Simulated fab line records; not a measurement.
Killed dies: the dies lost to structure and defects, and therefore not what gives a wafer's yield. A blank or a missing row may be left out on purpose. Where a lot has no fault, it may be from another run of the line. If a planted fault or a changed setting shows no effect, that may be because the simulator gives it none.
fab line records    flow n5Finfet    part 2 of 2: steps 5 to 6 of 6
record: lots: 23  wafers: 69  lastDay: 19
route steps=1938 shown FIN_SAQP@140 STI_FIN_REVEAL@184 DUMMY_GATE@232
lots with no fault: from the same line, run without faults
startH: hours from the record's first day to the start of the lot's first wafer shown    waitH: hours from the lot's prior step to this one    " as in the row above    L1.1+2: a single row standing in for several wafers    - either no value or no given start    * or withheld: withheld    < > ~ a bound
route shown NAME@n: NAME is a module with steps in the file, n the number in the route of the first one    usual: mean and standard deviation over wafers with no fault    same: alike in all rows    chamber/n: place in a boat    sites: the reading at each site    _std_site: standard deviation across them    _edge_site: mean of outer sites minus mean of inner sites    radiusMm: how far each site lies from the wafer's centre    mask NAME#n: copy n    behind: the tool/chamber that last shaped the wafer    hold: why the lot went on hold/how many hours it stayed there/how the hold came to an end    device: the n, p or np transistor that did not switch    end of line: the tests these same wafers got at the end of their route    step lacking rows: just its recipe    killed: the dies lost at the first sort to structure and to defects; this is not the yield of the wafer    map: dies across one wafer; x = killed, . = not, _ = none there
set.NAME: the setting that was run; set.NAME@STEP: the one run at that earlier step    model.NAME: the simulator's own value behind a step, which no gauge read
the route's steps for a sample of lots (tables are steps, rows are wafers)
services: a tool's chamber out of use, with start hour (startH, from the record's first day; less than 0 if before it), hours out, and reason
== steps ==
step: N5_STI_FIN_REVEAL_ETCH_34
recipe: chemistry: H2  mode: isotropic  material: Si  target: Si  targetDepthA: 9.7  tempC: 20  pressureMtorr: 4.5  icpW: 300  biasW: 0  h2FlowSccm: 7.5  heFlowSccm: 142.5
usual: drypumpMotorCurrentA: 5.6/0.45  oesProductAu: 1.004/0.019  rfFwdPowerW: 296.8/1.1  throttleValvePct: 25.7/0.37
lot.wafer  tool      chamber  startH  waitH  drypumpMotorCurrentA  oesProductAu  rfFwdPowerW  rfHoursCounterH  throttleValvePct
L074.3     rieSi-04  0        36.40   0.1    5.9                   0.985         296.2        1                25.6
L074.5     "         3        "       "      4.9                   1.024         297.1        -                26.3
L074.6     "         0        "       "      5.8                   0.986         295.5        -                25.6
L075.2     rieSi-04  3        42.02   0.1    5.0                   1.020         295.8        113              26.3
L075.3     "         2        "       "      5.4                   1.015         297.0        106              25.9
L075.5     "         1        "       "      5.2                   0.990         297.6        -                25.3
L076.1     rieSi-01  3        49.39   0.2    6.4                   1.018         298.0        118              25.2
L076.2     "         1        "       "      4.9                   1.011         294.8        1                25.3
L076.6     "         2        "       "      5.7                   0.996         294.6        -                26.1
L078.1     rieSi-02  2        60.59   0.2    5.5                   0.986         295.5        62               26.2
L078.3     "         3        "       "      5.4                   0.981         297.9        141              25.5
L078.4     "         0        "       "      6.2                   0.997         298.0        4                25.4
L077.1     rieSi-04  1        60.74   0.2    5.2                   0.995         297.8        130              25.3
L077.2     "         0        "       "      5.8                   0.980         296.4        1                25.6
L077.6     "         2        "       "      5.5                   1.018         297.6        -                25.9
L079.1     rieSi-04  0        66.64   0.2    5.8                   0.993         295.4        1                25.6
L079.3     "         1        "       "      5.2                   0.996         295.8        130              25.3
L079.6     "         0        "       "      5.8                   0.987         295.7        -                25.6
L080.3     rieSi-04  1        73.19   0.1    5.2                   1.005         298.0        130              25.3
L080.5     "         3        "       "      4.9                   1.033         297.5        -                26.3
L080.6     "         0        "       "      5.9                   0.980         296.3        -                25.6
L081.1     rieSi-04  3        78.43   0.2    4.9                   1.033         298.0        113              26.3
L081.2     "         2        "       "      5.4                   1.037         296.8        106              25.9
L081.5     "         3        "       "      5.0                   1.031         297.2        -                26.3
L082.1     rieSi-04  3        86.34   0.2    5.0                   1.018         294.8        113              26.3
L082.2     "         0        "       "      5.8                   0.988         297.4        2                25.6
L082.6     "         3        "       "      5.0                   1.010         295.5        -                26.3
L083.1     rieSi-04  0        91.91   0.2    5.9                   0.993         296.2        2                25.6
L083.2     "         3        "       "      5.0                   1.017         297.6        113              26.3
L083.3     "         1        "       "      5.2                   0.997         295.9        130              25.3
L084.1     rieSi-01  3        96.82   0.2    6.4                   1.008         296.7        119              25.2
L084.5     "         2        "       "      5.6                   0.991         295.2        -                26.1
L084.6     "         1        "       "      4.9                   1.008         296.7        -                25.3
L085.1     rieSi-01  1        105.20  0.2    4.9                   1.006         297.4        2                25.3
L085.3     "         2        "       "      5.6                   0.990         295.5        95               26.1
L085.6     "         1        "       "      5.0                   1.013         296.9        -                25.3
L087.2     rieSi-02  2        116.65  0.1    5.5                   0.971         298.9        63               26.2
L087.5     "         1        "       "      5.7                   1.036         296.8        -                25.7
L087.6     "         2        "       "      5.5                   0.974         296.8        -                26.2
L088.3     rieSi-01  3        121.36  0.1    6.4                   1.023         295.9        120              25.2
L088.5     "         0        "       "      6.2                   1.004         296.3        -                25.9
L088.6     "         1        "       "      5.0                   1.008         295.4        -                25.3
L089.1     rieSi-02  1        125.19  0.2    5.7                   1.039         298.4        2                25.7
L089.3     "         3        "       "      5.4                   0.978         296.0        142              25.5
L089.6     "         2        "       "      5.4                   0.967         295.7        -                26.2
L090.1     rieSi-04  3        134.11  0.2    5.0                   1.018         297.0        114              26.3
L090.3     "         0        "       "      5.8                   0.974         294.8        3                25.6
L090.5     "         0        "       "      5.9                   0.981         297.0        -                25.6
L091.1     rieSi-02  2        138.30  0.2    5.5                   0.989         297.3        64               26.2
L091.4     "         0        "       "      6.2                   0.988         297.0        5                25.4
L091.6     "         3        "       "      5.3                   0.980         295.5        -                25.5
L092.2     rieSi-04  3        144.66  0.1    5.0                   1.022         296.6        115              26.3
L092.3     "         0        "       "      5.9                   0.984         295.8        3                25.6
L092.6     "         3        "       "      5.0                   1.026         297.6        -                26.3
L093.1     rieSi-01  0        150.85  0.2    6.2                   1.016         298.8        141              25.9
L093.3     "         2        "       "      5.6                   0.996         293.9        96               26.1
L093.5     "         2        "       "      5.6                   0.995         294.5        -                26.1
L094.1     rieSi-01  0        155.50  0.2    6.2                   1.014         295.4        141              25.9
L094.2     "         2        "       "      5.6                   0.990         295.2        96               26.1
L094.5     "         1        "       "      5.0                   1.002         295.8        -                25.3
L095.1     rieSi-01  2        161.90  0.2    5.6                   0.994         296.0        97               26.1
L095.4     "         0        "       "      6.2                   0.997         296.9        141              25.9
L095.6     "         0        "       "      6.3                   1.009         297.3        -                25.9
L096.1     rieSi-02  2        167.29  0.2    5.5                   0.963         296.7        64               26.2
L096.3     "         0        "       "      6.2                   0.985         297.7        6                25.4
L096.4     "         1        "       "      5.7                   1.031         298.6        3                25.7
L097.1     rieSi-04  1        174.10  0.2    5.2                   1.002         297.4        132              25.3
L097.3     "         0        "       "      5.8                   0.977         296.4        4                25.6
L097.6     "         0        "       "      5.9                   0.980         296.8        -                25.6
step: N5_DUMMY_GATE_OVL_MEAS_16
recipe: pointsPerWafer: 522
usual: GATE_OVL: -0.6/0.66
lot.wafer  tool        chamber  startH  waitH  GATE_OVL[nm]
L074.3     overlay-01  0        45.79   0.0    -1.2
L074.5     "           0        "       "      -0.7
L074.6     "           0        "       "      -1.2
L075.2     overlay-02  0        53.27   0.0    -0.7
L075.3     "           0        "       "      0.0
L075.5     "           0        "       "      -0.5
L076.1     overlay-01  0        58.92   0.0    -1.0
L076.2     "           0        "       "      -0.9
L076.6     "           0        "       "      -1.2
L078.1     overlay-02  0        69.93   0.0    -0.6
L078.3     "           0        "       "      -1.4
L078.4     "           0        "       "      -1.2
L077.1     overlay-02  0        69.96   0.0    -1.4
L077.2     "           0        "       "      -1.5
L077.6     "           0        "       "      -0.7
L079.1     overlay-01  0        77.73   0.0    -0.9
L079.3     "           0        "       "      0.2
L079.6     "           0        "       "      -0.7
L080.3     overlay-02  0        82.61   0.0    -0.4
L080.5     "           0        "       "      -0.9
L080.6     "           0        "       "      -0.1
L081.1     overlay-01  0        87.75   0.0    0.5
L081.2     "           0        "       "      -0.5
L081.5     "           0        "       "      -0.4
L082.1     overlay-01  0        97.34   0.0    -1.2
L082.2     "           0        "       "      -0.6
L082.6     "           0        "       "      -1.1
L083.1     overlay-02  0        101.88  0.0    0.3
L083.2     "           0        "       "      -1.7
L083.3     "           0        "       "      -0.3
L084.1     overlay-01  0        106.04  0.0    -1.3
L084.5     "           0        "       "      -1.1
L084.6     "           0        "       "      -0.9
L085.1     overlay-02  0        114.77  0.0    -0.3
L085.3     "           0        "       "      0.1
L085.6     "           0        "       "      -0.5
L087.2     overlay-02  0        125.87  0.0    -0.8
L087.5     "           0        "       "      -1.7
L087.6     "           0        "       "      -1.9
L088.3     overlay-01  0        133.23  0.0    -0.1
L088.5     "           0        "       "      0.5
L088.6     "           0        "       "      -0.5
L089.1     overlay-01  0        134.63  0.0    1.1
L089.3     "           0        "       "      -0.3
L089.6     "           0        "       "      -1.1
L090.1     overlay-01  0        145.46  0.0    -1.5
L090.3     "           0        "       "      -0.8
L090.5     "           0        "       "      -1.1
L091.1     overlay-01  0        147.96  0.0    -0.5
L091.4     "           0        "       "      0.5
L091.6     "           0        "       "      -0.3
L092.2     overlay-01  0        154.01  0.0    -1.7
L092.3     "           0        "       "      0.0
L092.6     "           0        "       "      -1.0
L093.1     overlay-02  0        162.00  0.0    -0.7
L093.3     "           0        "       "      -0.8
L093.5     "           0        "       "      -0.1
L094.1     overlay-02  0        164.84  0.0    -0.1
L094.2     "           0        "       "      -0.1
L094.5     "           0        "       "      0.8
L095.1     overlay-01  0        171.24  0.0    -1.0
L095.4     "           0        "       "      -0.2
L095.6     "           0        "       "      -1.3
L096.1     overlay-01  0        176.50  0.0    -0.8
L096.3     "           0        "       "      -0.9
L096.4     "           0        "       "      0.0
L097.1     overlay-02  0        183.32  0.0    -0.1
L097.3     "           0        "       "      -0.5
L097.6     "           0        "       "      -1.0
== services ==
tool        chamber  startH  hours  kind
rieDiel-06  1        5.05    7.9    repair
rieDiel-05  3        16.40   6.7    repair
rieDiel-06  3        18.20   6.7    repair
aldSin-01   3        37.52   8.8    repair
aldSin-01   -        54.47   0.6    repair
rieDiel-05  3        66.19   7.2    repair
aldSin-01   -        67.08   14.6   pm
rieDiel-06  0        67.14   4.2    repair
rieSi-02    3        67.58   13.5   repair
aldSin-01   1        82.93   7.7    repair
rieSi-02    -        88.26   0.2    repair
rieDiel-02  2        98.10   16.2   repair
aldSin-02   -        106.72  1.6    repair
rieSi-02    2        108.47  4.5    repair
rieSi-04    0        109.72  2.6    repair
rieDiel-05  3        118.81  5.5    repair
rieSi-04    1        124.00  9.2    repair
rieSi-04    2        126.55  4.9    repair
rieSi-04    -        137.41  2.8    pm
rieSi-02    -        147.81  6.2    repair
rieSi-04    3        149.84  37.9   repair
rieDiel-02  0        153.84  5.9    repair
rieDiel-02  1        156.34  5.9    repair
rieSi-04    2        162.24  7.5    repair
